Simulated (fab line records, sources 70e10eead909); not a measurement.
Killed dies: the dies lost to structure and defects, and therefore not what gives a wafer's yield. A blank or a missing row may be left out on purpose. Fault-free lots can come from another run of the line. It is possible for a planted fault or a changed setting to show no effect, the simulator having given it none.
fab line records	flow nandHarc
record: lots: 5	wafers: 15	lastDay: 33
route steps=1302 shown A_BONDPAD@1208
lots that met no fault: from a run of the same line without faults
startH: hours from the record's opening day to when the first of the lot's shown wafers began	waitH: hours since the lot's step before	" same as the row above	L1.1+2: a row that stands for several wafers	- no value, or no start was given	* or withheld: withheld	< > ~ a bound
route shown NAME@n: NAME is a module with steps in the file, n the number in the route of the first one	usual: mean and standard deviation over wafers with no fault	same: alike in all rows	chamber/n: place in a boat	sites: the reading at each site	_std_site: the values' standard deviation	_edge_site: the outer-site mean with the inner-site mean subtracted	radiusMm: how far each site lies from the wafer's centre	mask NAME#n: copy n	behind: the tool/chamber that last shaped the wafer	hold: what put the lot on hold/how long, in hours/how the hold closed	device: the n, p or np transistor that did not switch	end of line: tests run on the same wafers once the route is complete	where a step has no rows: the recipe by itself	killed: the dies lost at the first sort to structure and to defects; this is not the yield of the wafer	map: dies across one wafer; x = killed, . = not, _ = none there
set.NAME: the setting the step ran with; set.NAME@STEP: the setting that earlier step ran with	model.NAME: the simulator's own value behind a step, which no gauge read
lots seen at some steps along the route; tables by step, rows by wafer
services: from which hour (startH, from the record's first day; less than 0 if before it) a tool's chamber was out of use, for how many hours, and why
== steps ==
step: NHARC_A_BONDPAD_COAT_33
recipe: tempC: 200	timeS: 65
step: NHARC_A_BONDPAD_COAT_03
recipe: spinRpm: 2000	resistThkNm: 600
step: NHARC_A_BONDPAD_SOFTBAKE_04
recipe: tempC: 125	timeS: 70
step: NHARC_A_BONDPAD_EBR_05
step: NHARC_A_BONDPAD_EXPOSE_06
recipe: na: 0.55	doseMj: 36.99	maskId: A_BPAD
step: NHARC_A_BONDPAD_PEB_07
recipe: pebTempC: 128	pebTimeS: 80
step: NHARC_A_BONDPAD_DEVELOP_08
recipe: timeS: 50	devTempC: 22
step: NHARC_A_BONDPAD_CD_MEAS_09
recipe: targetCdNm: 500	landingEnergyEv: 500
usual: cdNm: 501.3/2.9
lot.wafer	tool	chamber	startH	waitH	cdNm
L124.1	cdSem-03	0	611.07	-	503.1
L124.4	"	0	"	"	500.5
L124.5	"	0	"	"	499.4
L127.2	cdSem-03	0	634.51	-	505.7
L127.4	"	0	"	"	502.3
L127.6	"	0	"	"	503.3
L128.1	cdSem-02	0	655.96	-	504.5
L128.4	"	0	"	"	503.8
L128.5	"	0	"	"	503.1
L139.2	cdSem-01	0	754.36	-	497.8
L139.3	"	0	"	"	498.3
L139.5	"	0	"	"	499.6
L138.2	cdSem-01	0	756.92	-	502.2
L138.4	"	0	"	"	504.5
L138.6	"	0	"	"	504.4
step: NHARC_A_BONDPAD_OVL_MEAS_35
usual: overlayXNm: -1/6	overlayYNm: -2/3.7
lot.wafer	tool	chamber	startH	waitH	overlayXNm	overlayYNm
L124.1	overlay-01	-	611.16	-	3	-3
L124.4	"	-	"	"	3	-2
L124.5	"	-	"	"	2	-3
L127.2	overlay-02	-	634.59	-	4	-6
L127.4	"	-	"	"	3	-5
L127.6	"	-	"	"	4	-6
L128.1	overlay-01	-	656.05	-	3	-6
L128.4	"	-	"	"	3	-6
L128.5	"	-	"	"	3	-6
L139.2	overlay-02	-	754.44	-	0	1
L139.3	"	-	"	"	0	1
L139.5	"	-	"	"	1	1
L138.2	overlay-02	-	757.01	-	3	-1
L138.4	"	-	"	"	3	-1
L138.6	"	-	"	"	3	-1
step: NHARC_A_BONDPAD_HARDBAKE_10
recipe: tempC: 118	timeS: 65
step: NHARC_A_BONDPAD_DESCUM_11
recipe: timeS: 3	o2FlowSccm: 200	arFlowSccm: 0	biasPowerW: 0	chemistry: O2
usual: drypumpMotorCurrentA: 5.6/0.39	oesProductAu: 0.995/0.014	rfVppV: 57.9/0.96	showerheadPlenumPTorr: 1.93/0.11	throttleValvePct: 11.311/0.0097
same: biasPowerW: 0
lot.wafer	tool	chamber	startH	waitH	drypumpMotorCurrentA	oesProductAu	rfHoursCounterH	rfVppV	showerheadPlenumPTorr	throttleValvePct
L124.1	rieDiel-12	0	611.29	-	6.2	0.995	5	57.5	1.86	11.322
L124.4	"	1	"	"	5.6	0.985	-	57.8	2.03	11.306
L124.5	"	2	"	"	5.1	0.995	-	57.6	1.80	11.310
L127.2	rieDiel-12	1	634.72	-	5.6	0.996	0	58.1	2.03	11.319
L127.4	"	2	"	"	5.2	1.015	0	58.1	1.80	11.303
L127.6	"	2	"	"	5.2	1.012	-	57.5	1.80	11.305
L128.1	rieDiel-12	3	656.19	-	5.7	0.978	1	58.1	2.06	11.318
L128.4	"	0	"	"	6.2	0.986	1	56.9	1.86	11.313
L128.5	"	1	"	"	5.6	0.999	-	58.8	2.03	11.305
L139.2	rieDiel-12	2	754.57	-	5.1	1.014	4	58.3	1.80	11.310
L139.3	"	0	"	"	6.2	0.979	4	57.5	1.85	11.317
L139.5	"	1	"	"	5.6	0.996	-	56.7	2.03	11.317
L138.2	rieDiel-12	2	757.14	-	5.1	0.999	4	56.5	1.80	11.301
L138.4	"	0	"	"	6.2	0.978	4	57.8	1.85	11.327
L138.6	"	1	"	"	5.6	1.000	-	59.0	2.03	11.301
step: NHARC_A_BONDPAD_ETCH_34
recipe: targetDepthA: 600	overetchA: 180	timeS: 65.91	ionEnergyEv: 200	n2FlowSccm: 150	h2FlowSccm: 150	arFlowSccm: 0	rfW: 400	biasW: 150	chemistry: N2/H2
usual: drypumpMotorCurrentA: 5.6/0.39	oesProductAu: 0.997/0.013	rfVppV: 431/3.5	showerheadPlenumPTorr: 2.06/0.12	throttleValvePct: 14.170/0.0092
lot.wafer	tool	chamber	startH	waitH	drypumpMotorCurrentA	oesProductAu	rfHoursCounterH	rfVppV	showerheadPlenumPTorr	throttleValvePct
L124.1	rieDiel-12	1	611.40	0.1	5.6	0.991	5	434	2.17	14.168
L124.4	"	0	"	"	6.2	0.990	-	428	1.98	14.170
L124.5	"	1	"	"	5.6	0.984	-	434	2.17	14.187
L127.4	rieDiel-12	3	634.81	0.1	5.7	0.998	0	436	2.20	14.179
L127.2	"	1	"	"	5.6	1.002	0	435	2.17	14.181
L127.6	"	2	"	"	5.2	1.011	-	428	1.91	14.167
L128.1	rieDiel-12	3	656.27	0.1	5.7	0.985	1	435	2.20	14.163
L128.4	"	0	"	"	6.2	0.976	1	429	1.98	14.181
L128.5	"	2	"	"	5.1	1.018	-	428	1.91	14.172
L139.3	rieDiel-12	0	754.66	0.1	6.2	0.966	4	428	1.98	14.169
L139.2	"	1	"	"	5.6	0.987	4	433	2.17	14.170
L139.5	"	3	"	"	5.7	0.974	-	435	2.20	14.169
L138.4	rieDiel-12	0	757.21	0.1	6.2	0.974	4	429	1.98	14.169
L138.2	"	1	"	"	5.6	0.992	4	432	2.17	14.166
L138.6	"	1	"	"	5.6	0.983	-	434	2.17	14.169
step: NHARC_A_BONDPAD_ETCH_12
recipe: targetDepthA: 2200	timeS: 110	chf3FlowSccm: 50	o2FlowSccm: 10	arFlowSccm: 200	rfW: 500	biasW: 200	chemistry: CHF3/O2
usual: drypumpMotorCurrentA: 5.6/0.38	oesProductAu: 0.939/0.022	rfVppV: 371.0/2.9	showerheadPlenumPTorr: 2.42/0.13	throttleValvePct: 20.572/0.0089
lot.wafer	tool	chamber	startH	waitH	drypumpMotorCurrentA	oesProductAu	rfHoursCounterH	rfVppV	showerheadPlenumPTorr	throttleValvePct
L124.1	rieDiel-12	1	611.50	-	5.6	0.917	5	372.5	2.54	20.568
L124.5	"	2	"	"	5.2	0.913	-	367.9	2.26	20.580
L124.4	"	0	"	"	6.2	0.906	-	368.5	2.33	20.581
L127.4	rieDiel-12	3	634.91	-	5.7	0.972	0	376.5	2.58	20.592
L127.2	"	0	"	"	6.2	0.951	0	369.8	2.33	20.583
L127.6	"	2	"	"	5.1	0.972	-	367.2	2.26	20.568
L128.1	rieDiel-12	1	656.36	-	5.6	0.924	1	372.0	2.54	20.592
L128.4	"	2	"	"	5.1	0.938	1	367.3	2.26	20.574
L128.5	"	0	"	"	6.2	0.854	-	369.8	2.33	20.567
L139.3	rieDiel-12	3	754.75	-	5.7	0.922	4	374.3	2.58	20.564
L139.2	"	1	"	"	5.6	0.921	4	374.3	2.54	20.566
L139.5	"	3	"	"	5.7	0.919	-	375.3	2.58	20.582
L138.4	rieDiel-12	2	757.31	-	5.1	0.935	4	368.2	2.26	20.573
L138.2	"	1	"	"	5.6	0.921	4	373.5	2.54	20.578
L138.6	"	3	"	"	5.7	0.917	-	375.2	2.58	20.569
step: NHARC_A_BONDPAD_CD_MEAS_13
usual: cdNm: 501/3
lot.wafer	tool	chamber	startH	waitH	cdNm
L124.1	cdSem-02	-	611.66	-	504
L124.4	"	-	"	"	501
L124.5	"	-	"	"	499
L127.2	cdSem-02	-	635.04	-	505
L127.4	"	-	"	"	503
L127.6	"	-	"	"	502
L128.1	cdSem-03	-	656.49	-	505
L128.4	"	-	"	"	505
L128.5	"	-	"	"	502
L139.2	cdSem-01	-	754.89	-	498
L139.3	"	-	"	"	498
L139.5	"	-	"	"	499
L138.2	cdSem-02	-	757.45	-	502
L138.4	"	-	"	"	505
L138.6	"	-	"	"	503
== services ==
tool	chamber	startH	hours	kind
rieDiel-12	0	601.51	-	clean
rieDiel-12	1	601.51	-	clean
rieDiel-12	2	601.51	-	clean
rieDiel-12	3	601.51	-	clean
rieDiel-12	3	609.20	3.6	repair
rieDiel-12	-	622.51	9.0	pm
rieDiel-12	0	622.51	9.0	ventCycle
rieDiel-12	1	622.51	9.0	ventCycle
rieDiel-12	2	622.51	9.0	ventCycle
rieDiel-12	3	622.51	9.0	ventCycle
rieDiel-12	0	631.51	-	clean
rieDiel-12	1	631.51	-	clean
rieDiel-12	2	631.51	-	clean
rieDiel-12	3	631.51	-	clean
rieDiel-12	0	656.01	-	clean
rieDiel-12	1	656.01	-	clean
rieDiel-12	2	656.01	-	clean
rieDiel-12	3	656.01	-	clean
rieDiel-12	2	679.42	5.0	repair
rieDiel-12	0	680.51	-	clean
rieDiel-12	1	680.51	-	clean
rieDiel-12	0	694.36	9.4	repair
rieDiel-12	-	724.40	0.4	repair
rieDiel-12	1	733.48	2.0	repair
== key ==
firstSign: step: NHARC_A_BONDPAD_ETCH_12	reading: oesProductAu	direction: down	sigmas: 3.8	usual: 0.939	struck: 0.854
effect none on later readings
metAt NHARC_A_BONDPAD_ETCH_12
struckWafers L128.5
laterRowsLeftOut L128.5
sortLeftOut L128.5
onsetBetween 634.91 656.36
fault: kind: processParameterDrift	tool: rieDiel-12	chamber: 0	onsetH: 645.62	steps: NHARC_A_BONDPAD_ETCH_12	channel: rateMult	offset: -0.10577	shape: step	endH: 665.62
sortLeftOut: the simulated sort isn't trusted on such a fault, so these wafers' sort isn't shown, and their yield isn't known
laterRowsLeftOut: the simulator's readings of these wafers behind a module that went badly wrong aren't trusted and aren't shown, but for the sort
